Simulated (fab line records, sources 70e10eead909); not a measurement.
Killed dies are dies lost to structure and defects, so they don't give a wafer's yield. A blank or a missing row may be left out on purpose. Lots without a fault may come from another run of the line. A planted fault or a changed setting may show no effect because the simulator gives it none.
Which tool did it? | flow nand_harc | 12 lots, 36 wafers sampled, at 6 steps of a route of 1159

WHAT THE GAUGES READ, wafer by wafer
NHARC_P_CONTACT_INSPECT_14. Usual: raw_defect_count 3.6, standard deviation 2.1.
lot  | measured     | on                | raw_defect_count | flag
L593 | day 5 16:19  | defect_inspect-02 | 5 3 3            |
L594 | day 5 23:22  | defect_inspect-02 | 4 5 6            |
L596 | day 6 06:29  | defect_inspect-01 | 3 4 5            |
L598 | day 6 13:01  | defect_inspect-01 | 4 6 1            |
L597 | day 6 13:43  | defect_inspect-01 | 3 5 3            |
L599 | day 7 01:13  | defect_inspect-01 | 4 5 4            |
L600 | day 7 11:18  | defect_inspect-02 | 10 4 8           |
L601 | day 7 11:48  | defect_inspect-01 | 4 6 3            |
L603 | day 7 23:40  | defect_inspect-01 | 2 0 1            |
L604 | day 9 00:35  | defect_inspect-01 | 6 6 6            |
L608 | day 9 11:17  | defect_inspect-02 | 4 3 4            |
L614 | day 11 03:46 | defect_inspect-02 | 4 936 940        | OFF

NHARC_END_SORT_01. Usual: killed_at_array 28, standard deviation 11; killed_at_other 0.7, standard deviation 1.1; killed_at_periphery 2.9, standard deviation 2; killed_dies 32, standard deviation 11; killed_open 3.2, standard deviation 1.8; killed_short 2.0, standard deviation 1.4.
lot  | measured     | on        | killed_at_array | killed_at_other | killed_at_periphery | killed_dies | killed_open | killed_short | flag
L614 | day 25 10:47 | prober-02 | 18 10 14        | 0 0 0           | 2 489 485           | 20 499 499  | 2 3 3       | 3 2 3        | OFF

WHICH TOOL RAN EACH LOT (tool, then ch and the chambers of the sampled wafers, then the start)
lot  | NHARC_P_GATE_STRIP_113               | NHARC_P_CONTACT_CMP_01       | NHARC_P_CONTACT_STRIP_28           | NHARC_P_CONTACT_PVD_32
L593 | plasma_asher-02 ch 0,1, day 5 11:47  | cmp-02 ch 0,1,3, day 5 15:22 | rie_diel-12 ch 1,2, day 5 17:20    | pvd_sputter-03, no start
L594 | plasma_asher-02 ch 0,1, day 5 18:11  | cmp-01 ch 0,1,3, day 5 22:34 | rie_diel-12 ch 2,3, day 6 00:22    | pvd_sputter-03, no start
L596 | plasma_asher-02 ch 0,1, day 6 02:18  | cmp-02 ch 0,1, day 6 05:39   | rie_diel-05 ch 0,2,3, day 6 07:31  | pvd_sputter-01, no start
L598 | plasma_asher-01 ch 0,1, day 6 08:50  | cmp-01 ch 1,3, day 6 12:11   | rie_diel-12 ch 1,3, day 6 14:11    | pvd_sputter-01, no start
L597 | plasma_asher-02 ch 0,1, day 6 09:27  | cmp-04 ch 0,1,2, day 6 12:46 | rie_diel-05 ch 0,1,2, day 6 14:45  | pvd_sputter-02, no start
L599 | plasma_asher-02 ch 0,1, day 6 20:36  | cmp-01 ch 2,3, day 7 00:18   | rie_diel-03 ch 0,1, day 7 02:17    | pvd_sputter-03, no start
L600 | plasma_asher-01 ch 0,1, day 7 07:11  | cmp-02 ch 0,1, day 7 10:21   | rie_diel-03 ch 1,3, day 7 12:22    | pvd_sputter-03, no start
L601 | plasma_asher-02 ch 0,1, day 7 07:17  | cmp-01 ch 0,2, day 7 10:52   | rie_diel-12 ch 1,2, day 7 13:14    | pvd_sputter-01, no start
L603 | plasma_asher-02 ch 0,1, day 7 19:22  | cmp-04 ch 1,2,3, day 7 22:41 | rie_diel-03 ch 0,1,3, day 8 00:40  | pvd_sputter-01, no start
L604 | plasma_asher-01 ch 0,1, day 8 20:25  | cmp-04 ch 0,1,3, day 8 23:44 | rie_diel-12 ch 0,1,3, day 9 01:45  | pvd_sputter-03, no start
L608 | plasma_asher-02 ch 0,1, day 9 06:56  | cmp-01 ch 0,1, day 9 10:18   | rie_diel-03 ch 1,2, day 9 12:17    | pvd_sputter-03, no start
L614 | plasma_asher-01 ch 0,1, day 10 23:35 | cmp-04 ch 0,1, day 11 02:47  | rie_diel-12 ch 0,1,2, day 11 04:49 | pvd_sputter-03, day 25 10:47 or earlier
- NHARC_P_GATE_STRIP_113: strips in N2/H2, time 740 s.
- NHARC_P_CONTACT_CMP_01: polishes SiO2, target thk 200 nm.
- NHARC_P_CONTACT_STRIP_28: strips in O2.
- NHARC_P_CONTACT_PVD_32: deposits Ti, target thk 5 nm, time 17.7 s.

WHAT THE TOOLS THEMSELVES READ (means of the sampled wafers that have a number; where no wafer has one, the mark that the record gives instead)
NHARC_P_GATE_STRIP_113. Usual: drypump_motor_current_A 5.77 A, standard deviation 0.05; heater_power_w 89 W, standard deviation 7.4.
lot  | tool            | drypump_motor_current_A (A) | heater_power_w (W) | flag
L593 | plasma_asher-02 | 5.76                        | 91                 |
L594 | plasma_asher-02 | 5.77                        | 89                 |
L596 | plasma_asher-02 | 5.78                        | 90                 |
L598 | plasma_asher-01 | 5.73                        | 94                 |
L597 | plasma_asher-02 | 5.82                        | 87                 |
L599 | plasma_asher-02 | 5.79                        | 90                 |
L600 | plasma_asher-01 | 5.75                        | 90                 |
L601 | plasma_asher-02 | 5.80                        | 84                 |
L603 | plasma_asher-02 | 5.80                        | 84                 |
L604 | plasma_asher-01 | 5.75                        | 90                 |
L608 | plasma_asher-02 | 5.82                        | 85                 |
L614 | plasma_asher-01 | 5.74                        | 93                 |

NHARC_P_CONTACT_CMP_01. Usual: motor_current_A 11.8 A, standard deviation 1.1.
lot  | tool   | motor_current_A (A) | flag
L593 | cmp-02 | 12.1                |
L594 | cmp-01 | 11.2                |
L596 | cmp-02 | 13.2                |
L598 | cmp-01 | 11.3                |
L597 | cmp-04 | 12.4                |
L599 | cmp-01 | 12.5                |
L600 | cmp-02 | 12.9                |
L601 | cmp-01 | 12.1                |
L603 | cmp-04 | 11.4                |
L604 | cmp-04 | 12.2                |
L608 | cmp-01 | 10.8                |
L614 | cmp-04 | 12.8                |

NHARC_P_CONTACT_STRIP_28. Usual: drypump_motor_current_A 5.6 A, standard deviation 0.37; oes_product_au 0.999 a.u., standard deviation 0.01; rf_vpp_V 57.5 V, standard deviation 0.97; showerhead_plenum_p_Torr 3.47 Torr, standard deviation 0.16; throttle_valve_pct 17.036 %, standard deviation 0.0095.
lot  | tool        | drypump_motor_current_A (A) | oes_product_au (a.u.) | rf_vpp_V (V) | showerhead_plenum_p_Torr (Torr) | throttle_valve_pct (%) | flag
L593 | rie_diel-12 | 5.5                         | 0.994                 | 57.3         | 3.52                            | 17.034                 |
L594 | rie_diel-12 | 5.8                         | 0.994                 | 58.3         | 3.62                            | 17.040                 |
L596 | rie_diel-05 | 5.6                         | 0.997                 | 56.4         | 3.39                            | 17.022                 |
L598 | rie_diel-12 | 5.1                         | 0.996                 | 57.5         | 3.42                            | 17.023                 |
L597 | rie_diel-05 | 5.6                         | 0.985                 | 56.9         | 3.42                            | 17.034                 |
L599 | rie_diel-03 | 5.4                         | 1.017                 | 57.5         | 3.38                            | 17.032                 |
L600 | rie_diel-03 | 5.6                         | 1.016                 | 58.0         | 3.60                            | 17.045                 |
L601 | rie_diel-12 | 5.5                         | 0.993                 | 58.3         | 3.52                            | 17.029                 |
L603 | rie_diel-03 | 5.5                         | 1.005                 | 58.1         | 3.47                            | 17.029                 |
L604 | rie_diel-12 | 5.3                         | 0.998                 | 56.7         | 3.38                            | 17.038                 |
L608 | rie_diel-03 | 5.7                         | 1.007                 | 56.8         | 3.48                            | 17.044                 |
L614 | rie_diel-12 | 5.7                         | 1.007                 | 58.1         | 3.48                            | 17.038                 |

NHARC_P_CONTACT_PVD_32. Usual: throttle_valve_pct 30.3 %, standard deviation 0.73.
lot  | tool           | throttle_valve_pct (%) | flag
L593 | pvd_sputter-03 | 30.2                   |
L594 | pvd_sputter-03 | 30.2                   |
L596 | pvd_sputter-01 | 30.6                   |
L598 | pvd_sputter-01 | 30.1                   |
L597 | pvd_sputter-02 | 29.7                   |
L599 | pvd_sputter-03 | 30.4                   |
L600 | pvd_sputter-03 | 30.1                   |
L601 | pvd_sputter-01 | 30.3                   |
L603 | pvd_sputter-01 | 30.8                   |
L604 | pvd_sputter-03 | 30.3                   |
L608 | pvd_sputter-03 | 30.2                   |
L614 | pvd_sputter-03 | 29.9                   |

THE ANSWER, worked out from the rows above alone
Rule: a lot is off if the mean of its wafers that have a number lies more than 3 standard deviations from the usual mean. A lot without any number at a reading at which 4 lots or more have one is off too. The other lots that the step has rows for count as sound. The gauges are gone through in route order, then the tools' own readings, and for those a lot's mean is taken as printed above. The first step at which some lot is off is used, and at that step the reading that is off furthest; a lot without a number counts as furthest.
Off: L614, at NHARC_P_CONTACT_INSPECT_14 (raw_defect_count).
A tool fits if, at a process step before that reading, it ran every lot that is off, and no sound lot after the first of them. The gauges at NHARC_P_CONTACT_INSPECT_14 aren't tried: what is off there is off at NHARC_END_SORT_01 too, on other tools, and a gauge's error can't cause that. Can't be told from this: 2 tools fit, plasma_asher-01 at NHARC_P_GATE_STRIP_113, cmp-04 at NHARC_P_CONTACT_CMP_01.

WHAT THE SIMULATOR HAD PUT IN
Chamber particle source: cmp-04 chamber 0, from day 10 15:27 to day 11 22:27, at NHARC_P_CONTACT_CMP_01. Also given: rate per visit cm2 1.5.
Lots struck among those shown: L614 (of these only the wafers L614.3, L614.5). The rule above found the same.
